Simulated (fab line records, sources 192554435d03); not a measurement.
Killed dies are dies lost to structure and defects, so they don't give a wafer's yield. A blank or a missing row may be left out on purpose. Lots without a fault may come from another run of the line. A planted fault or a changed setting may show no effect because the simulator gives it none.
A struck lot beside a sound one | flow n5_finfet | 36 steps out of a route of 1938
Sound: wafers L359.3, L359.4, L359.6. Struck: wafers L356.3, L356.5, L356.6. The cause comes at the end.
At each step with rows: each side's tool, then ch and its chambers, then its first start. Under that, the readings that differ: sound wafers | struck wafers | difference of the means | sigmas: that difference in standard deviations of wafers without a fault.
alike: readings whose means differ by less than 2 such deviations, and words and numbers that are the same on both sides. not compared: withheld readings, readings that some wafer has no value for, bounds like >300 that may hide the same value, and numbers for which the record gives no deviation and whose values overlap.
The two part at a step that has a row with sigmas, a row that says differs or no value, or rows on one side only. Numbers that don't overlap but have no deviation are shown without sigmas and don't part them. A reading that every wafer of one side lacks parts them only if that side has two wafers or more.

first, 9 steps without rows for these wafers: N5_BEOL_M4_ANNEAL_95 (time 240 s); N5_BEOL_M4_SPUTTER_96 (material Cu, target thk 4.5 nm, time 8.29 s); N5_BEOL_M4_ECD_50 (material Cu, target thk 300 nm); N5_BEOL_M4_ANNEAL_51 (time 90 s); N5_BEOL_M4_CMP_52 (polishes, stops on SiOC, t overpolish 6.8 s, target thk 40 nm); N5_BEOL_M4_PRE_CLEAN_60 (time 15 s); N5_BEOL_M4_CO_CAP_55 (material Co, precursor CCTBA/H2, target thk 2 nm, time 102.1 s); N5_BEOL_M4_PRE_CLEAN_56 (time 15 s); N5_BEOL_M4_DEP_57 (deposits SiCN from 3MS/NH3, target thk 8 nm, time 14 s).
N5_BEOL_M4_RC_MEAS_101:
  sound on prober-01 ch 0, day 13 06:28; struck on prober-02 ch 0, day 12 04:02
  alike: DIBL_N, DIBL_P, IOFF_N, IOFF_P, ION_N, ION_P, SS_N, SS_P, VT_N, VT_P
then, 24 steps without rows for these wafers: N5_BEOL_M5_ILD_DEP_00 (deposits SiCOH lowk from DEMS/porogen, target thk 140.64 nm, time 25.9 s); N5_BEOL_M5_CURE_79 (cures SiCOH lowk, time 240 s); N5_BEOL_M5_PECVD_70 (deposits SiO2 from TEOS/O2, target thk 16 nm, time 18 s); N5_BEOL_M5_HM_DEP_02 (deposits TiN, target thk 20 nm); N5_BEOL_M5_COAT_59 (time 60 s, resist thk 60 nm); N5_BEOL_M5_COAT_60 (time 60 s, resist thk 12 nm); N5_BEOL_M5_COAT_71 (time 60 s, resist thk 5 nm); N5_BEOL_M5_COAT_05 (resist thk 30 nm); N5_BEOL_M5_EBR_07; N5_BEOL_M5_SOFTBAKE_06 (time 60 s); N5_BEOL_M5_EXPOSE_08 (exposes mask M5, target cd 28 nm); N5_BEOL_M5_PEB_09 (peb time 60 s); N5_BEOL_M5_DEVELOP_10 (develop time 30 s); N5_BEOL_M5_DESCUM_16 (chemistry O2, time 7 s); N5_BEOL_M5_ETCH_72 (etches underlayer in N2/H2, target depth 6.5 nm, time 5.2 s); N5_BEOL_M5_ETCH_61 (etches SiARC in CF4, target depth 15.6 nm, time 26 s); N5_BEOL_M5_ETCH_62 (etches SOC in N2/H2, target depth 75 nm, overetch 15 nm, time 112.5 s); N5_BEOL_M5_STRIP_63 (strips in N2/H2); N5_BEOL_M5_STRIP_73 (strips in N2/H2); N5_BEOL_M5_STRIP_64 (strips in CF4); N5_BEOL_M5_HM_OPEN_17 (chemistry Cl2/BCl3, target TiN, target depth 20 nm, overetch 6 nm); N5_BEOL_M5_STRIP_19 (strips in O2); N5_BEOL_M5_COAT_65 (time 60 s, resist thk 60 nm); N5_BEOL_M5_COAT_66 (time 60 s, resist thk 12 nm).
-- the record jumps here: 5 days lie between the struck wafers' starts before and after (it left off in module BEOL_M5 and takes up again in module MIM_TOP, whose first step shown is number 1838 of the route) --
N5_MIM_TOP_SPUTTER_03: material TiN, target thk 35 nm, time 89.7 s.
  sound on pvd_sputter-01, day 17 14:42; struck on pvd_sputter-03, day 16 23:49
  reading                                     | sound                | struck               | difference | sigmas
  cathode_dc_power_W (W)                      | 3000.7 3000.2 2999.5 | 3801.0 3801.3 3799.6 | +800.5     | +99 or more
  model.TiN_of_MIM_TOP_SPUTTER_03.thk_nm (nm) | 35.4 35 35.4         | 44.2 44.4 44         | +8.9       |
  alike: throttle_valve_pct
N5_PASSIVATION_PROBE_49:
  sound on prober-02, day 18 04:53; struck on prober-02, day 17 10:15
  reading                  | sound          | struck         | difference | sigmas
  defect_limited_yield (%) | 90.6 93.1 87.5 | 0 0 0          | -90        | -65
  killed_at_M0_to_M3       | 51 35 64       | 16 24 16       | -31        | -3
  killed_at_other          | 0 1 2          | 1090 1091 1083 | +1087      | +99 or more
  killed_dies              | 111 82 148     | 1180 1180 1180 | +1066      | +67
  killed_on_rim            | 11 10 18       | 152 152 152    | +139       | +33
  sort_n_pass              | 1069 1094 1032 | 0 0 0          | -1065      | -51
  sort_yield_pct (%)       | 90.6 92.7 87.5 | 0 0 0          | -90        | -50
  alike: killed_at_M4_up, killed_at_contacts, killed_at_front_end, killed_open, killed_short, sort_bin_4_leakage, sort_bin_5_function, sort_bin_6_memory

WHERE THEY PART
First at N5_MIM_TOP_SPUTTER_03; last, within this record, at N5_PASSIVATION_PROBE_49.

WHY: what the simulator had put in
Process parameter drift: pvd_sputter-03, from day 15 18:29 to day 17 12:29, at N5_MIM_TOP_SPUTTER_03. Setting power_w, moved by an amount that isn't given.
